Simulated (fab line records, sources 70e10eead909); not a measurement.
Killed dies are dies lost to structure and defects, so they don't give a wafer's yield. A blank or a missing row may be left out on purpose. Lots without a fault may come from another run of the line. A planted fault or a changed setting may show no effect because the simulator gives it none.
Which tool did it? | flow nand_harc | 24 lots, 72 wafers sampled, at 5 steps of a route of 1302

WHAT THE GAUGES READ, wafer by wafer
NHARC_P_M0_INSPECT_11.
lot  | measured     | on                | raw_defect_count
L074 | day 6 07:46  | defect_inspect-01 | 2 11 9
L075 | day 6 15:28  | defect_inspect-01 | 2 10 2
L076 | day 6 20:58  | defect_inspect-01 | 0 7 2
L077 | day 7 15:08  | defect_inspect-02 | 2 3 2
L078 | day 7 17:16  | defect_inspect-01 | 4 1 1
L079 | day 8 06:05  | defect_inspect-01 | 4 5 1
L081 | day 8 22:05  | defect_inspect-02 | 2 1 3
L080 | day 8 23:28  | defect_inspect-02 | 6 4 4
L082 | day 9 11:01  | defect_inspect-01 | 5 4 3
L083 | day 10 03:19 | defect_inspect-02 | 2 2 5
L084 | day 10 11:42 | defect_inspect-01 | 6 2 4
L085 | day 10 20:26 | defect_inspect-01 | 4 3 3
L087 | day 11 09:01 | defect_inspect-02 | 2 4 5
L086 | day 11 09:17 | defect_inspect-02 | 2 5 4
L088 | day 12 03:52 | defect_inspect-01 | 2 6 5
L089 | day 12 04:32 | defect_inspect-01 | 6 4 4
L090 | day 12 19:19 | defect_inspect-02 | 6 5 7
L091 | day 13 05:31 | defect_inspect-01 | 3 4 4
L092 | day 13 10:50 | defect_inspect-01 | 2 1 4
L093 | day 13 22:17 | defect_inspect-01 | 3 4 4
L094 | day 14 06:08 | defect_inspect-01 | 4 2 1
L095 | day 14 21:35 | defect_inspect-01 | 4 7 5
L096 | day 15 06:02 | defect_inspect-01 | 7 4 4
L097 | day 15 12:16 | defect_inspect-02 | 1 5 2

NHARC_P_M1_THK_MEAS_24: measures by xrf.
lot  | measured     | on            | thk_nm (nm)
L074 | day 6 14:44  | film_metro-01 | 155.8 155.7 157.0
L075 | day 6 22:05  | film_metro-02 | 157.6 153.8 156.7
L076 | day 7 03:26  | film_metro-01 | 156.4 157.9 156.3
L077 | day 7 21:59  | film_metro-01 | 155.1 156.8 159.0
L078 | day 7 23:53  | film_metro-01 | 158.4 157.2 156.1
L079 | day 8 12:49  | film_metro-02 | 158.2 156.9 156.9
L081 | day 9 04:32  | film_metro-02 | 158.1 159.1 158.0
L080 | day 9 05:55  | film_metro-01 | 160.2 157.4 158.8
L082 | day 9 17:47  | film_metro-02 | 160.0 158.7 159.4
L083 | day 10 10:09 | film_metro-01 | 156.5 157.9 159.7
L084 | day 10 18:36 | film_metro-02 | 155.9 156.2 160.2
L085 | day 11 07:29 | film_metro-01 | 158.8 157.1 160.3
L087 | day 11 15:33 | film_metro-02 | 158.8 159.0 159.5
L086 | day 11 16:29 | film_metro-01 | 156.0 159.5 155.4
L088 | day 12 10:59 | film_metro-02 | 157.6 156.4 159.7
L089 | day 12 11:42 | film_metro-01 | 159.6 155.2 160.9
L090 | day 13 01:50 | film_metro-01 | 158.4 154.4 154.3
L091 | day 13 12:14 | film_metro-02 | 160.6 158.9 156.0
L092 | day 13 17:21 | film_metro-02 | 157.5 159.0 157.8
L093 | day 14 05:13 | film_metro-02 | 159.0 155.3 159.2
L094 | day 14 12:52 | film_metro-02 | 154.3 158.1 159.2
L095 | day 15 04:10 | film_metro-02 | 157.1 158.3 158.4
L096 | day 15 12:49 | film_metro-02 | 159.2 156.5 156.3
L097 | day 15 19:04 | film_metro-01 | 154.0 155.8 155.8

WHICH TOOL RAN EACH LOT (tool, then ch and the chambers of the sampled wafers, then the start)
lot  | NHARC_P_CONTACT_STRIP_28           | NHARC_P_M0_DEGAS_28          | NHARC_P_M1_ETCH_35
L074 | rie_diel-11 ch 2,3, day 6 04:36    | pvd_sputter-02, day 6 08:45  | rie_diel-04 ch 0,1,2, day 6 11:58
L075 | rie_diel-11 ch 1,2, day 6 12:16    | pvd_sputter-02, day 6 16:27  | rie_diel-10 ch 1,3, day 6 19:40
L076 | rie_diel-07 ch 0,1,3, day 6 17:49  | pvd_sputter-03, day 6 22:00  | rie_diel-04 ch 0,1,3, day 7 01:05
L077 | rie_diel-07 ch 0,1, day 7 11:59    | pvd_sputter-03, day 7 16:07  | rie_diel-04 ch 0,1,2, day 7 19:39
L078 | rie_diel-07 ch 1,3, day 7 14:13    | pvd_sputter-03, day 7 18:16  | rie_diel-10 ch 0,2, day 7 21:34
L079 | rie_diel-05 ch 0,1,3, day 8 02:57  | pvd_sputter-02, day 8 07:10  | rie_diel-03 ch 1,2,3, day 8 10:30
L081 | rie_diel-07 ch 0,3, day 8 18:54    | pvd_sputter-03, day 8 23:05  | rie_diel-04 ch 2,3, day 9 02:12
L080 | rie_diel-05 ch 0,1,3, day 8 20:19  | pvd_sputter-01, day 9 00:30  | rie_diel-10 ch 1,2,3, day 9 03:35
L082 | rie_diel-07 ch 0,1,3, day 9 07:52  | pvd_sputter-01, day 9 11:59  | rie_diel-10 ch 1,2, day 9 15:25
L083 | rie_diel-05 ch 1,2,3, day 9 23:59  | pvd_sputter-02, day 10 04:29 | rie_diel-03 ch 0,1,2, day 10 07:49
L084 | rie_diel-07 ch 0,3, day 10 08:42   | pvd_sputter-02, day 10 12:58 | rie_diel-10 ch 1,2, day 10 16:08
L085 | rie_diel-11 ch 0,3, day 10 17:14   | pvd_sputter-02, day 10 23:41 | rie_diel-04 ch 0,2,3, day 11 04:58
L087 | rie_diel-11 ch 0,1,3, day 11 05:27 | pvd_sputter-02, day 11 09:59 | rie_diel-10 ch 2,3, day 11 13:14
L086 | rie_diel-07 ch 0,3, day 11 05:32   | pvd_sputter-02, day 11 10:23 | rie_diel-10 ch 0,1, day 11 14:08
L088 | rie_diel-05 ch 1,3, day 12 00:37   | pvd_sputter-02, day 12 04:53 | rie_diel-04 ch 1,2, day 12 08:19
L089 | rie_diel-11 ch 0,2, day 12 01:23   | pvd_sputter-02, day 12 05:41 | rie_diel-04 ch 0,1,3, day 12 09:22
L090 | rie_diel-07 ch 1,2,3, day 12 16:08 | pvd_sputter-01, day 12 20:20 | rie_diel-04 ch 1,2, day 12 23:28
L091 | rie_diel-07 ch 1,2,3, day 13 02:18 | pvd_sputter-02, day 13 06:42 | rie_diel-04 ch 0,1,2, day 13 09:55
L092 | rie_diel-11 ch 0,1,2, day 13 07:37 | pvd_sputter-02, day 13 11:48 | rie_diel-04 ch 2,3, day 13 15:01
L093 | rie_diel-11 ch 0,3, day 13 19:11   | pvd_sputter-01, day 13 23:16 | rie_diel-04 ch 0,2, day 14 02:49
L094 | rie_diel-05 ch 0,3, day 14 02:59   | pvd_sputter-02, day 14 07:08 | rie_diel-03 ch 0,2,3, day 14 10:31
L095 | rie_diel-05 ch 0,1,3, day 14 18:26 | pvd_sputter-02, day 14 22:40 | rie_diel-04 ch 0,3, day 15 01:50
L096 | rie_diel-11 ch 1,2,3, day 15 02:53 | pvd_sputter-03, day 15 07:05 | rie_diel-04 ch 1,3, day 15 10:29
L097 | rie_diel-07 ch 1,2, day 15 09:10   | pvd_sputter-01, day 15 13:32 | rie_diel-03 ch 2,3, day 15 16:44
- NHARC_P_CONTACT_STRIP_28: strips in O2.
- NHARC_P_M0_DEGAS_28: time 60 s.
- NHARC_P_M1_ETCH_35: etches the open film in N2/H2, target depth 40 nm, overetch 12 nm, time 43.94 s.

WHAT THE TOOLS THEMSELVES READ (means of the sampled wafers that have a number; where no wafer has one, the mark that the record gives instead)
NHARC_P_CONTACT_STRIP_28.
lot  | tool        | drypump_motor_current_A (A) | oes_product_au (a.u.) | rf_vpp_V (V) | showerhead_plenum_p_Torr (Torr) | throttle_valve_pct (%)
L074 | rie_diel-11 | 5.65                        | 0.991                 | 58.0         | 3.51                            | 17.041
L075 | rie_diel-11 | 5.46                        | 0.985                 | 57.1         | 3.38                            | 17.030
L076 | rie_diel-07 | 5.85                        | 0.992                 | 57.5         | 3.61                            | 17.041
L077 | rie_diel-07 | 5.90                        | 0.981                 | 57.3         | 3.67                            | 17.033
L078 | rie_diel-07 | 5.98                        | 0.993                 | 57.8         | 3.63                            | 17.035
L079 | rie_diel-05 | 5.60                        | 0.998                 | 57.8         | 3.60                            | 17.038
L081 | rie_diel-07 | 5.65                        | 0.996                 | 58.0         | 3.54                            | 17.024
L080 | rie_diel-05 | 5.62                        | 1.007                 | 57.5         | 3.60                            | 17.029
L082 | rie_diel-07 | 5.85                        | 0.988                 | 57.9         | 3.61                            | 17.039
L083 | rie_diel-05 | 5.69                        | 1.000                 | 58.6         | 3.61                            | 17.042
L084 | rie_diel-07 | 5.67                        | 0.991                 | 58.6         | 3.54                            | 17.028
L085 | rie_diel-11 | 5.94                        | 1.002                 | 58.1         | 3.64                            | 17.035
L087 | rie_diel-11 | 5.77                        | 0.994                 | 57.6         | 3.52                            | 17.035
L086 | rie_diel-07 | 5.80                        | 1.003                 | 57.8         | 3.56                            | 17.039
L088 | rie_diel-05 | 5.65                        | 0.996                 | 58.8         | 3.59                            | 17.031
L089 | rie_diel-11 | 5.78                        | 0.996                 | 57.6         | 3.45                            | 17.031
L090 | rie_diel-07 | 6.04                        | 1.001                 | 57.7         | 3.65                            | 17.045
L091 | rie_diel-07 | 6.05                        | 0.997                 | 58.1         | 3.65                            | 17.035
L092 | rie_diel-11 | 5.68                        | 0.994                 | 58.6         | 3.43                            | 17.041
L093 | rie_diel-11 | 6.09                        | 0.996                 | 57.8         | 3.59                            | 17.043
L094 | rie_diel-05 | 5.57                        | 1.018                 | 57.9         | 3.61                            | 17.029
L095 | rie_diel-05 | 5.61                        | 1.008                 | 58.5         | 3.60                            | 17.031
L096 | rie_diel-11 | 5.56                        | 0.994                 | 56.8         | 3.48                            | 17.043
L097 | rie_diel-07 | 6.11                        | 1.001                 | 58.0         | 3.71                            | 17.033

NHARC_P_M0_DEGAS_28.
lot  | tool           | heater_power_w (W)
L074 | pvd_sputter-02 | 306
L075 | pvd_sputter-02 | 307
L076 | pvd_sputter-03 | 329
L077 | pvd_sputter-03 | 330
L078 | pvd_sputter-03 | 346
L079 | pvd_sputter-02 | 298
L081 | pvd_sputter-03 | 362
L080 | pvd_sputter-01 | 318
L082 | pvd_sputter-01 | 323
L083 | pvd_sputter-02 | 302
L084 | pvd_sputter-02 | 309
L085 | pvd_sputter-02 | 306
L087 | pvd_sputter-02 | 300
L086 | pvd_sputter-02 | 306
L088 | pvd_sputter-02 | 308
L089 | pvd_sputter-02 | 302
L090 | pvd_sputter-01 | 316
L091 | pvd_sputter-02 | 312
L092 | pvd_sputter-02 | 316
L093 | pvd_sputter-01 | 327
L094 | pvd_sputter-02 | 312
L095 | pvd_sputter-02 | 310
L096 | pvd_sputter-03 | 306
L097 | pvd_sputter-01 | 297

NHARC_P_M1_ETCH_35.
lot  | tool        | drypump_motor_current_A (A) | oes_product_au (a.u.) | rf_vpp_V (V) | showerhead_plenum_p_Torr (Torr) | throttle_valve_pct (%)
L074 | rie_diel-04 | 5.3                         | 0.998                 | 430.9        | 2.08                            | 14.169
L075 | rie_diel-10 | 6.1                         | 0.995                 | 429.4        | 2.00                            | 14.164
L076 | rie_diel-04 | 5.6                         | 1.008                 | 429.5        | 2.03                            | 14.175
L077 | rie_diel-04 | 5.3                         | 0.994                 | 431.7        | 2.08                            | 14.174
L078 | rie_diel-10 | 5.1                         | 0.998                 | 431.5        | 2.08                            | 14.169
L079 | rie_diel-03 | 5.8                         | 0.996                 | 430.0        | 2.00                            | 14.174
L081 | rie_diel-04 | 5.3                         | 0.992                 | 430.8        | 2.04                            | 14.171
L080 | rie_diel-10 | 5.8                         | 1.009                 | 431.8        | 2.06                            | 14.175
L082 | rie_diel-10 | 5.4                         | 1.003                 | 433.0        | 2.14                            | 14.168
L083 | rie_diel-03 | 6.0                         | 1.007                 | 428.9        | 1.97                            | 14.173
L084 | rie_diel-10 | 5.4                         | 0.990                 | 432.9        | 2.14                            | 14.174
L085 | rie_diel-04 | 5.5                         | 1.011                 | 430.5        | 2.03                            | 14.177
L087 | rie_diel-10 | 5.9                         | 0.996                 | 429.7        | 2.05                            | 14.169
L086 | rie_diel-10 | 5.6                         | 1.002                 | 429.9        | 2.01                            | 14.169
L088 | rie_diel-04 | 5.2                         | 1.000                 | 431.4        | 2.09                            | 14.174
L089 | rie_diel-04 | 5.6                         | 1.014                 | 430.0        | 2.03                            | 14.166
L090 | rie_diel-04 | 5.3                         | 1.010                 | 431.5        | 2.09                            | 14.180
L091 | rie_diel-04 | 5.3                         | 0.999                 | 431.7        | 2.08                            | 14.167
L092 | rie_diel-04 | 5.3                         | 0.992                 | 430.4        | 2.03                            | 14.167
L093 | rie_diel-04 | 5.2                         | 0.993                 | 431.3        | 2.07                            | 14.172
L094 | rie_diel-03 | 5.9                         | 1.006                 | 427.0        | 1.93                            | 14.175
L095 | rie_diel-04 | 5.7                         | 1.015                 | 428.6        | 1.97                            | 14.172
L096 | rie_diel-04 | 5.5                         | 1.025                 | 430.7        | 2.04                            | 14.165
L097 | rie_diel-03 | 5.9                         | 0.999                 | 428.2        | 1.94                            | 14.181

THE ANSWER, worked out from the rows above alone
Rule: what is usual is taken from the lots themselves. Put in order of their means at a reading, lots are off if they are a third of the lots or fewer, leave a main group of 4 or more, and stand apart from it by a gap of 3 or more times the standard deviation of the main group's means; of several such gaps the widest counts. A main group whose means are all the same, to the digits that the tables above print for the reading, isn't used. A lot without any number at a reading at which 4 lots or more have one is off too. The other lots that the step has rows for count as sound. The gauges are gone through in route order, then the tools' own readings, and for those a lot's mean is taken as printed above. The first step at which some lot is off is used, and at that step the reading that is off furthest; a lot without a number counts as furthest.
No lot is off at any reading shown: from this, nothing can be told.

WHAT THE SIMULATOR HAD PUT IN
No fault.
